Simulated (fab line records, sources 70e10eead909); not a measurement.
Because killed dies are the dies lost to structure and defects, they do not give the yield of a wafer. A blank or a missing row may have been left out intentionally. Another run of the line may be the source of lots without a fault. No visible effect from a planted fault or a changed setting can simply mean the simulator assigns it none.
Matching of chambers :: flow nand harc :: 4 sister chambers for NHARC_A_BLC_DESCUM_15 on rie diel-07
The step chemistry O2, time 3 s. 8 wafers are shown with their chamber, then 12 later ones without.

## WAFERS PAIRED WITH THEIR CHAMBERS
wafer: L082.5
chamber: 0
drypump motor current A (A): 5.7
showerhead plenum p Torr (Torr): 1.88

wafer: L085.4
chamber: 0
drypump motor current A (A): 5.7
showerhead plenum p Torr (Torr): 1.88

wafer: L089.1
chamber: 1
drypump motor current A (A): 6.5
showerhead plenum p Torr (Torr): 1.88

wafer: L089.2
chamber: 2
drypump motor current A (A): 5.4
showerhead plenum p Torr (Torr): 1.93

wafer: L089.6
chamber: 1
drypump motor current A (A): 6.4
showerhead plenum p Torr (Torr): 1.89

wafer: L087.3
chamber: 3
drypump motor current A (A): 5.3
showerhead plenum p Torr (Torr): 1.85

wafer: L087.4
chamber: 2
drypump motor current A (A): 5.4
showerhead plenum p Torr (Torr): 1.93

wafer: L087.6
chamber: 3
drypump motor current A (A): 5.3
showerhead plenum p Torr (Torr): 1.85

## WAFERS WITH NO CHAMBER GIVEN
wafer: L090.2
drypump motor current A (A): 6.5
showerhead plenum p Torr (Torr): 1.88

wafer: L090.3
drypump motor current A (A): 5.3
showerhead plenum p Torr (Torr): 1.85

wafer: L090.5
drypump motor current A (A): 6.4
showerhead plenum p Torr (Torr): 1.89

wafer: L093.4
drypump motor current A (A): 5.4
showerhead plenum p Torr (Torr): 1.93

wafer: L093.5
drypump motor current A (A): 6.4
showerhead plenum p Torr (Torr): 1.88

wafer: L093.6
drypump motor current A (A): 5.7
showerhead plenum p Torr (Torr): 1.87

wafer: L097.1
drypump motor current A (A): 5.7
showerhead plenum p Torr (Torr): 1.87

wafer: L097.2
drypump motor current A (A): 5.3
showerhead plenum p Torr (Torr): 1.85

wafer: L097.5
drypump motor current A (A): 5.4
showerhead plenum p Torr (Torr): 1.92

wafer: L096.2
drypump motor current A (A): 5.4
showerhead plenum p Torr (Torr): 1.92

wafer: L096.3
drypump motor current A (A): 5.7
showerhead plenum p Torr (Torr): 1.87

wafer: L096.5
drypump motor current A (A): 5.4
showerhead plenum p Torr (Torr): 1.92

## WHICH CHAMBER EACH WENT THROUGH
wafer: L090.2
from the rows above: 1
in truth: 1

wafer: L090.3
from the rows above: 3
in truth: 3

wafer: L090.5
from the rows above: 1
in truth: 1

wafer: L093.4
from the rows above: 2
in truth: 2

wafer: L093.5
from the rows above: 1
in truth: 1

wafer: L093.6
from the rows above: 0
in truth: 0

wafer: L097.1
from the rows above: 0
in truth: 0

wafer: L097.2
from the rows above: 3
in truth: 3

wafer: L097.5
from the rows above: 2
in truth: 2

wafer: L096.2
from the rows above: 2
in truth: 2

wafer: L096.3
from the rows above: 0
in truth: 0

wafer: L096.5
from the rows above: 2
in truth: 2
Placed correctly: 12 of 12. Number that these rows cannot place: 0. Number placed wrongly: 0.
How it was worked out, from the rows above alone: a wafer's distance from a chamber is the root of the sum, over the readings, of the square of ((its reading less the chamber's mean) divided by the reading's scatter). If the next closest chamber is less than 2 further off than the closest, the wafer can't be placed; otherwise it belongs to the closest. Each chamber's mean is taken over the wafers shown for it. The scatter: take each reading less its chamber's mean, square it, sum over the shown wafers, divide by the number of wafers less the number of chambers, and take the root.
